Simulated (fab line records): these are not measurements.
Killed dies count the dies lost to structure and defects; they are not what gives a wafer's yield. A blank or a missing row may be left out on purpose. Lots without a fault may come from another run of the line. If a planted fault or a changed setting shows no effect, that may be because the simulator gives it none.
Which tool was responsible? :: flow n5_finfet :: 9 lots, 26 wafers sampled, at 6 steps of a route of 1938

## WHAT THE GAUGES READ, wafer by wafer
N5_BEOL_M4_RC_MEAS_101. Usual: DIBL_N 36.0 mV/V, standard deviation 1.9; DIBL_P 36.0 mV/V, standard deviation 2.1; IOFF_N 0.155 nA/um, standard deviation 0.029; IOFF_P 0.20 nA/um, standard deviation 0.032; ION_N 672 uA/um, standard deviation 11; ION_P 461 uA/um, standard deviation 6.9; SS_N 71.5 mV/dec, standard deviation 0.58; SS_P 73.2 mV/dec, standard deviation 0.64; VT_N 250.4 mV, standard deviation 2.9; VT_P -251.0 mV, standard deviation 2.8.
lot: L309
measured: day 8 19:13
on: prober-01
DIBL_N (mV/V): 34.9 35.2 36.4
DIBL_P (mV/V): 34.6 35.3 35.9
IOFF_N (nA/um): 0.145 0.160 0.168
IOFF_P (nA/um): 0.22 0.22 0.22
ION_N (uA/um): 661 670 669
ION_P (uA/um): 457 462 460
SS_N (mV/dec): 71.4 71.6 72.3
SS_P (mV/dec): 72.4 73.1 72.6
VT_N (mV): 249.4 245.6 247.4
VT_P (mV): -248.6 -248.3 -250.0
flag: 

lot: L311
measured: day 9 18:07
on: prober-01
DIBL_N (mV/V): 34.8 36.1
DIBL_P (mV/V): 34.1 35.2
IOFF_N (nA/um): 0.124 0.143
IOFF_P (nA/um): 0.19 0.20
ION_N (uA/um): 666 660
ION_P (uA/um): 460 460
SS_N (mV/dec): 71.1 71.8
SS_P (mV/dec): 72.9 73.1
VT_N (mV): 252.0 251.5
VT_P (mV): -249.1 -249.3
flag: 

lot: L312
measured: day 9 22:37
on: prober-02
DIBL_N (mV/V): 40.6 39.2 41.7
DIBL_P (mV/V): 39.6 39.2 41.4
IOFF_N (nA/um): 0.218 0.194 0.236
IOFF_P (nA/um): 0.27 0.25 0.30
ION_N (uA/um): 676 686 678
ION_P (uA/um): 465 466 467
SS_N (mV/dec): 72.8 72.2 72.6
SS_P (mV/dec): 74.5 74.2 74.4
VT_N (mV): 248.8 246.9 246.5
VT_P (mV): -248.0 -246.9 -246.9
flag: 

lot: L317
measured: day 11 04:49
on: prober-02
DIBL_N (mV/V): 35.4 34.5 34.1
DIBL_P (mV/V): 35.7 34.6 34.0
IOFF_N (nA/um): 0.168 0.149 0.137
IOFF_P (nA/um): 0.22 0.21 0.19
ION_N (uA/um): 680 678 672
ION_P (uA/um): 467 467 458
SS_N (mV/dec): 71.2 71.3 71.2
SS_P (mV/dec): 73.4 72.5 72.7
VT_N (mV): 249.3 247.9 250.8
VT_P (mV): -249.5 -250.5 -249.1
flag: 

lot: L320
measured: day 11 06:49
on: prober-01
DIBL_N (mV/V): 35.9 34.2 37.2
DIBL_P (mV/V): 36.1 34.0 36.8
IOFF_N (nA/um): 0.174 0.141 0.195
IOFF_P (nA/um): 0.21 0.17 0.22
ION_N (uA/um): 683 652 689
ION_P (uA/um): 463 451 462
SS_N (mV/dec): 71.9 71.5 72.0
SS_P (mV/dec): 73.4 73.0 74.3
VT_N (mV): 245.5 252.5 247.2
VT_P (mV): -251.0 -252.2 -251.3
flag: 

lot: L321
measured: day 11 16:44
on: prober-01
DIBL_N (mV/V): 35.7 33.4 33.0
DIBL_P (mV/V): 35.4 32.3 32.2
IOFF_N (nA/um): 0.163 0.118 0.117
IOFF_P (nA/um): 0.23 0.18 0.18
ION_N (uA/um): 669 667 662
ION_P (uA/um): 469 465 467
SS_N (mV/dec): 70.7 70.2 70.9
SS_P (mV/dec): 73.5 73.1 72.9
VT_N (mV): 247.3 252.6 249.7
VT_P (mV): -248.7 -250.8 -249.4
flag: 

lot: L325
measured: day 12 19:56
on: prober-02
DIBL_N (mV/V): 36.7 37.2 38.1
DIBL_P (mV/V): 37.7 38.2 40.4
IOFF_N (nA/um): 0.173 0.186 0.202
IOFF_P (nA/um): 0.23 0.24 0.28
ION_N (uA/um): 684 669 688
ION_P (uA/um): 470 460 475
SS_N (mV/dec): 71.7 71.4 72.0
SS_P (mV/dec): 73.8 74.2 74.6
VT_N (mV): 248.6 245.9 245.9
VT_P (mV): -248.9 -247.8 -245.5
flag: 

lot: L330
measured: day 13 23:31
on: prober-01
DIBL_N (mV/V): 37.5 35.8 38.0
DIBL_P (mV/V): 36.0 34.7 36.4
IOFF_N (nA/um): 0.179 0.147 0.173
IOFF_P (nA/um): 0.23 0.20 0.24
ION_N (uA/um): 672 678 657
ION_P (uA/um): 465 460 450
SS_N (mV/dec): 71.6 71.1 71.5
SS_P (mV/dec): 73.9 72.9 73.8
VT_N (mV): 248.6 251.6 248.6
VT_P (mV): -246.8 -250.3 -252.1
flag: 

lot: L328
measured: day 14 00:02
on: prober-02
DIBL_N (mV/V): 33.6 32.7 34.6
DIBL_P (mV/V): 33.1 32.2 33.9
IOFF_N (nA/um): 0.130 0.124 0.132
IOFF_P (nA/um): 0.18 0.17 0.19
ION_N (uA/um): 675 673 656
ION_P (uA/um): 467 464 457
SS_N (mV/dec): 71.5 70.7 70.9
SS_P (mV/dec): 72.1 72.4 72.7
VT_N (mV): 250.5 255.6 253.0
VT_P (mV): -250.3 -251.7 -251.1
flag: 

N5_BEOL_M10_THK_MEAS_53: measures by xrf. Usual: for M10_THK the level is 140 nm and the standard deviation is 3.4.
lot: L309
measured: day 11 01:47
on: film_metro-01
M10_THK (nm): 141 140 139
flag: 

lot: L311
measured: day 12 08:07
on: film_metro-01
M10_THK (nm): 137 140
flag: 

lot: L312
measured: day 12 07:50
on: film_metro-01
M10_THK (nm): 133 135 139
flag: 

lot: L317
measured: day 13 19:35
on: film_metro-02
M10_THK (nm): 141 268 138
flag: OFF

lot: L320
measured: day 13 14:54
on: film_metro-01
M10_THK (nm): 134 135 135
flag: 

lot: L321
measured: day 14 01:38
on: film_metro-01
M10_THK (nm): 135 259 140
flag: OFF

lot: L325
measured: day 15 06:49
on: film_metro-02
M10_THK (nm): 133 142 141
flag: 

lot: L330
measured: day 16 12:02
on: film_metro-02
M10_THK (nm): 136 136 137
flag: 

lot: L328
measured: day 16 16:10
on: film_metro-01
M10_THK (nm): 142 134 137
flag: 

N5_BEOL_M10_INSPECT_58: inspects for defects (darkfield). Usual: 63 for raw_defect_count, sd 21.
lot: L309
measured: day 11 01:56
on: defect_inspect-01
raw_defect_count: 34 55 59
flag: 

lot: L311
measured: day 12 08:16
on: defect_inspect-01
raw_defect_count: 47 50
flag: 

lot: L312
measured: day 12 08:00
on: defect_inspect-01
raw_defect_count: 56 76 36
flag: 

lot: L317
measured: day 13 19:44
on: defect_inspect-02
raw_defect_count: 62 2304 56
flag: OFF

lot: L320
measured: day 13 15:04
on: defect_inspect-01
raw_defect_count: 38 62 48
flag: 

lot: L321
measured: day 14 01:47
on: defect_inspect-02
raw_defect_count: 48 2193 54
flag: OFF

lot: L325
measured: day 15 06:58
on: defect_inspect-01
raw_defect_count: 37 65 53
flag: 

lot: L330
measured: day 16 12:11
on: defect_inspect-02
raw_defect_count: 48 58 60
flag: 

lot: L328
measured: day 16 16:19
on: defect_inspect-02
raw_defect_count: 59 166 70
flag: 

## WHAT TOOL EACH LOT RAN ON (gives the tool, then ch and the chambers of the sampled wafers, and finally the start)
lot: L309
N5_BEOL_M10_CURE_72: uv_cure-02 ch 2, day 10 23:25
N5_BEOL_M10_PRE_CLEAN_45: pvd_sputter-03, day 11 00:23
N5_BEOL_M10_CMP_52: cmp-01 ch 0,2, day 11 01:29

lot: L311
N5_BEOL_M10_CURE_72: uv_cure-01 ch 1, day 12 05:39
N5_BEOL_M10_PRE_CLEAN_45: pvd_sputter-03, day 12 06:26
N5_BEOL_M10_CMP_52: cmp-03 ch 1,3, day 12 07:53

lot: L312
N5_BEOL_M10_CURE_72: uv_cure-03 ch 1, day 12 05:26
N5_BEOL_M10_PRE_CLEAN_45: pvd_sputter-03, day 12 06:00
N5_BEOL_M10_CMP_52: cmp-01 ch 0,2,3, day 12 07:37

lot: L317
N5_BEOL_M10_CURE_72: uv_cure-01 ch 2, day 13 14:52
N5_BEOL_M10_PRE_CLEAN_45: pvd_sputter-01, day 13 17:36
N5_BEOL_M10_CMP_52: cmp-03 ch 0,3, day 13 19:17

lot: L320
N5_BEOL_M10_CURE_72: uv_cure-02 ch 2, day 13 11:38
N5_BEOL_M10_PRE_CLEAN_45: pvd_sputter-01, day 13 12:05
N5_BEOL_M10_CMP_52: cmp-03 ch 2,3, day 13 14:36

lot: L321
N5_BEOL_M10_CURE_72: uv_cure-02 ch 1, day 13 22:24
N5_BEOL_M10_PRE_CLEAN_45: pvd_sputter-01, day 13 22:47
N5_BEOL_M10_CMP_52: cmp-03 ch 0,1,2, day 14 01:22

lot: L325
N5_BEOL_M10_CURE_72: uv_cure-02 ch 2, day 15 03:52
N5_BEOL_M10_PRE_CLEAN_45: pvd_sputter-01, day 15 04:35
N5_BEOL_M10_CMP_52: cmp-01 ch 0,1,2, day 15 06:31

lot: L330
N5_BEOL_M10_CURE_72: uv_cure-03 ch 0, day 16 08:34
N5_BEOL_M10_PRE_CLEAN_45: pvd_sputter-02, day 16 10:25
N5_BEOL_M10_CMP_52: cmp-02 ch 2,3, day 16 11:44

lot: L328
N5_BEOL_M10_CURE_72: uv_cure-01 ch 2, day 16 13:15
N5_BEOL_M10_PRE_CLEAN_45: pvd_sputter-02, day 16 14:44
N5_BEOL_M10_CMP_52: cmp-03 ch 0,1,3, day 16 15:54
- N5_BEOL_M10_CURE_72: cures SiCOH lowk, time 120 s.
- N5_BEOL_M10_PRE_CLEAN_45: time 30 s.
- N5_BEOL_M10_CMP_52: polishes, stops on SiCOH lowk, t overpolish 7 s, target thk 140 nm.

## AS READ BY THE TOOLS THEMSELVES (means over the sampled wafers that have a number; for cases with no such wafer, the mark the record gives instead)
N5_BEOL_M10_CURE_72. Usual: lamp_power_pct 52.31 %, standard deviation 0.056; wafer_temp_C_max 371.6, standard deviation 0.63.
lot: L309
tool: uv_cure-02
lamp_power_pct (%): 52.33
wafer_temp_C_max: 372.4
flag: 

lot: L311
tool: uv_cure-01
lamp_power_pct (%): 52.27
wafer_temp_C_max: 371.4
flag: 

lot: L312
tool: uv_cure-03
lamp_power_pct (%): 52.32
wafer_temp_C_max: 371.3
flag: 

lot: L317
tool: uv_cure-01
lamp_power_pct (%): 52.33
wafer_temp_C_max: 372.1
flag: 

lot: L320
tool: uv_cure-02
lamp_power_pct (%): 52.26
wafer_temp_C_max: 372.8
flag: 

lot: L321
tool: uv_cure-02
lamp_power_pct (%): 52.32
wafer_temp_C_max: 370.9
flag: 

lot: L325
tool: uv_cure-02
lamp_power_pct (%): 52.33
wafer_temp_C_max: 372.4
flag: 

lot: L330
tool: uv_cure-03
lamp_power_pct (%): 52.27
wafer_temp_C_max: 371.1
flag: 

lot: L328
tool: uv_cure-01
lamp_power_pct (%): 52.31
wafer_temp_C_max: 371.4
flag: 

N5_BEOL_M10_PRE_CLEAN_45. Usual: 340 W for heater_power_w, sd 34.
lot: L309
tool: pvd_sputter-03
heater_power_w (W): 346
flag: 

lot: L311
tool: pvd_sputter-03
heater_power_w (W): 330
flag: 

lot: L312
tool: pvd_sputter-03
heater_power_w (W): 342
flag: 

lot: L317
tool: pvd_sputter-01
heater_power_w (W): 343
flag: 

lot: L320
tool: pvd_sputter-01
heater_power_w (W): 351
flag: 

lot: L321
tool: pvd_sputter-01
heater_power_w (W): 376
flag: 

lot: L325
tool: pvd_sputter-01
heater_power_w (W): 364
flag: 

lot: L330
tool: pvd_sputter-02
heater_power_w (W): 317
flag: 

lot: L328
tool: pvd_sputter-02
heater_power_w (W): 324
flag: 

N5_BEOL_M10_CMP_52. Usual: barrier_field_endpoint_s 28.9 s, standard deviation 0.76; head_pressure_psi 1.0001 psi, standard deviation 0.002; motor_current_A 6.1 A, standard deviation 0.95; overpolish_run_s 6.999 s, standard deviation 0.0092; slurry_filter_dp_kPa 13.49 kPa, standard deviation 0.14; time_to_endpoint_s 66.5 s, standard deviation 3.
lot: L309
tool: cmp-01
barrier_field_endpoint_s (s): 29.0
head_pressure_psi (psi): 0.9977
motor_current_A (A): 6.9
overpolish_run_s (s): 7.004
slurry_filter_dp_kPa (kPa): 13.48
time_to_endpoint_s (s): 65.1
flag: 

lot: L311
tool: cmp-03
barrier_field_endpoint_s (s): 29.3
head_pressure_psi (psi): 0.9999
motor_current_A (A): 6.3
overpolish_run_s (s): 7.008
slurry_filter_dp_kPa (kPa): 13.55
time_to_endpoint_s (s): 67.7
flag: 

lot: L312
tool: cmp-01
barrier_field_endpoint_s (s): 28.9
head_pressure_psi (psi): 1.0008
motor_current_A (A): 7.0
overpolish_run_s (s): 7.012
slurry_filter_dp_kPa (kPa): 13.58
time_to_endpoint_s (s): 67.9
flag: 

lot: L317
tool: cmp-03
barrier_field_endpoint_s (s): 34.0
head_pressure_psi (psi): 1.0015
motor_current_A (A): 6.2
overpolish_run_s (s): 4.680
slurry_filter_dp_kPa (kPa): 13.52
time_to_endpoint_s (s): 70.8
flag: OFF

lot: L320
tool: cmp-03
barrier_field_endpoint_s (s): 30.3
head_pressure_psi (psi): 1.0012
motor_current_A (A): 5.0
overpolish_run_s (s): 7.004
slurry_filter_dp_kPa (kPa): 13.56
time_to_endpoint_s (s): 67.4
flag: 

lot: L321
tool: cmp-03
barrier_field_endpoint_s (s): 35.1
head_pressure_psi (psi): 1.0008
motor_current_A (A): 5.4
overpolish_run_s (s): 4.676
slurry_filter_dp_kPa (kPa): 13.53
time_to_endpoint_s (s): 74.7
flag: OFF

lot: L325
tool: cmp-01
barrier_field_endpoint_s (s): 29.5
head_pressure_psi (psi): 1.0001
motor_current_A (A): 7.3
overpolish_run_s (s): 7.000
slurry_filter_dp_kPa (kPa): 13.52
time_to_endpoint_s (s): 64.6
flag: 

lot: L330
tool: cmp-02
barrier_field_endpoint_s (s): 28.7
head_pressure_psi (psi): 0.9985
motor_current_A (A): 5.8
overpolish_run_s (s): 7.003
slurry_filter_dp_kPa (kPa): 13.43
time_to_endpoint_s (s): 68.3
flag: 

lot: L328
tool: cmp-03
barrier_field_endpoint_s (s): 28.5
head_pressure_psi (psi): 1.0005
motor_current_A (A): 5.9
overpolish_run_s (s): 6.996
slurry_filter_dp_kPa (kPa): 13.43
time_to_endpoint_s (s): 65.0
flag: 

## THE ANSWER, worked out from the rows above alone
Rule: a lot is off if the mean of its wafers that have a number lies more than 3 standard deviations from the usual mean. Also off: a lot with no number at a reading for which 4 or more lots have one. Any other lot the step has rows for is counted as sound. First the gauges in route order, then the tools' own readings, where a lot's mean is used as printed above. The first step at which some lot is off is used, and at that step the reading that is off furthest; a lot without a number counts as furthest.
Off: at N5_BEOL_M10_THK_MEAS_53 (M10_THK), L317, L321.
A tool fits if, at a process step before that reading, it ran every lot that is off, and no sound lot after the first of them. The gauges at N5_BEOL_M10_THK_MEAS_53 aren't tried: what is off there is off at N5_BEOL_M10_INSPECT_58 too, on other tools, and a gauge's error can't cause that. No candidate that was tried fits.

## WHAT THE SIMULATOR PUT IN
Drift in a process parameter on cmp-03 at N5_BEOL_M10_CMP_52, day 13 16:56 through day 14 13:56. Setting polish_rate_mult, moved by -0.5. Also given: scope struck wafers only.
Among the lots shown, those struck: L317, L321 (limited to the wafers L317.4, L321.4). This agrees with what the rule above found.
